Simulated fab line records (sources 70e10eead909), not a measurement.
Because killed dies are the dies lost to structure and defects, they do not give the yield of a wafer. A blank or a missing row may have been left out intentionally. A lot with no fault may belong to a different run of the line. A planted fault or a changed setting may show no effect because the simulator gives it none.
A struck lot beside a sound one -- flow nand-harc -- 14 steps out of a route of 1159
Sound: wafers L121.1, L121.2, L121.3. Struck: wafer L128.4. At the end, the cause is stated.
At each step with rows: each side's tool, then ch and its chambers, then its first start. Under that, the readings that differ: sound wafers -- struck wafers -- difference of the means -- sigmas: that difference in standard deviations of wafers without a fault.
alike: readings with means less than 2 such deviations apart, plus words and numbers identical on both sides. not compared: withheld readings, readings lacking a value on some wafer, bounds such as >300 that could conceal the same value, and numbers that have no deviation in the record and whose values overlap.
A row with sigmas, a row that says differs or no value, or rows on one side alone: a step with any of these is where the two part. Non-overlapping numbers with no deviation appear without sigmas and do not part them. A reading that every wafer of one side lacks parts them only if that side has two wafers or more.

first, 4 steps without rows for these wafers: NHARC_P_BONDPAD_EBR_05; NHARC_P_BONDPAD_EXPOSE_06 (exposes mask P BPAD); NHARC_P_BONDPAD_PEB_07 (peb time 80 s); NHARC_P_BONDPAD_DEVELOP_08 (time 50 s).
NHARC_P_BONDPAD_CD_MEAS_09: target cd 500 nm.
  sound on cd-sem-03 ch 0, day 6 20:04; struck on cd-sem-02 ch 0, day 8 00:12
reading,sound,struck,difference,sigmas
cd-nm (nm),502.5 501.9 502.0,498.2,-3.9,-3
NHARC_P_BONDPAD_OVL_MEAS_38:
  struck on overlay-02, day 8 00:17; sound on overlay-02, day 6 20:10
reading,sound,struck,difference,sigmas
overlay-y-nm (nm),-6 -6 -6,5,+11,+2
  alike: overlay-x-nm
then, 1 step without rows for these wafers: NHARC_P_BONDPAD_HARDBAKE_10 (time 65 s).
NHARC_P_BONDPAD_DESCUM_11: chemistry O2, time 3 s.
  sound on rie-diel-09 ch 0,1,3, day 6 20:17; struck on rie-diel-11 ch 2, day 8 00:24
reading,sound,struck,difference,sigmas
rf-hours-counter-h (h),5 5 4,44,+39,
  alike: drypump-motor-current-A, oes-product-au, rf-vpp-V, showerhead-plenum-p-Torr, throttle-valve-pct
NHARC_P_BONDPAD_ETCH_37: etches the open film in N2/H2, target depth 60 nm, overetch 18 nm, time 65.91 s.
  sound on rie-diel-09 ch 0,1,2, day 6 20:22; struck on rie-diel-11 ch 3, day 8 01:02
reading,sound,struck,difference,sigmas
rf-hours-counter-h (h),5 5 5,50,+45,
  alike: drypump-motor-current-A, oes-product-au, rf-vpp-V, run-length-s, showerhead-plenum-p-Torr, throttle-valve-pct
NHARC_P_BONDPAD_ETCH_12: etches the open film in CHF3/O2, target depth 200 nm, time 100 s.
  sound on rie-diel-09 ch 1,2,3; struck on rie-diel-11 ch 1
reading,sound,struck,difference,sigmas
rf-hours-counter-h (h),5 4 5,50,+45,
  alike: drypump-motor-current-A, oes-product-au, rf-vpp-V, run-length-s, showerhead-plenum-p-Torr, throttle-valve-pct
NHARC_P_BONDPAD_CD_MEAS_13:
  struck on cd-sem-01, day 8 01:17; sound on cd-sem-03, day 6 20:36
reading,sound,struck,difference,sigmas
cd-nm (nm),501.4 500.9 500.1,497.7,-3.1,-2
NHARC_P_BONDPAD_STRIP_15: strips in O2.
  sound on rie-diel-09 ch 0,2,3, day 6 20:40; struck on rie-diel-09 ch 1, day 8 01:22
reading,sound,struck,difference,sigmas
drypump-motor-current-A (A),5.7 6.2 5.7,5.1,-0.8,-2
rf-hours-counter-h (h),5 4 5,7,+2,
  alike: oes-product-au, rf-vpp-V, showerhead-plenum-p-Torr, throttle-valve-pct
NHARC_P_BONDPAD_ETCH_24: etches the open film in CF4/N2, target depth 30 nm, time 72.99 s.
  sound on rie-diel-09 ch 0,1,3, day 6 20:50; struck on rie-diel-09 ch 3, day 8 01:31
reading,sound,struck,difference,sigmas
rf-hours-counter-h (h),5 5 4,6,+1,
run-length-s (s),94.8 94.0 94.5,73.7,-20.7,-43
  alike: drypump-motor-current-A, oes-product-au, rf-vpp-V, showerhead-plenum-p-Torr, throttle-valve-pct
then, 1 step without rows for these wafers: NHARC_P_BONDPAD_STRIP_16 (strips in post etch residue remover, time 600 s).

== WHERE THEY PART ==
First at NHARC_P_BONDPAD_CD_MEAS_09; last, within this record, at NHARC_P_BONDPAD_ETCH_24.

WHY: whatever the simulator had introduced
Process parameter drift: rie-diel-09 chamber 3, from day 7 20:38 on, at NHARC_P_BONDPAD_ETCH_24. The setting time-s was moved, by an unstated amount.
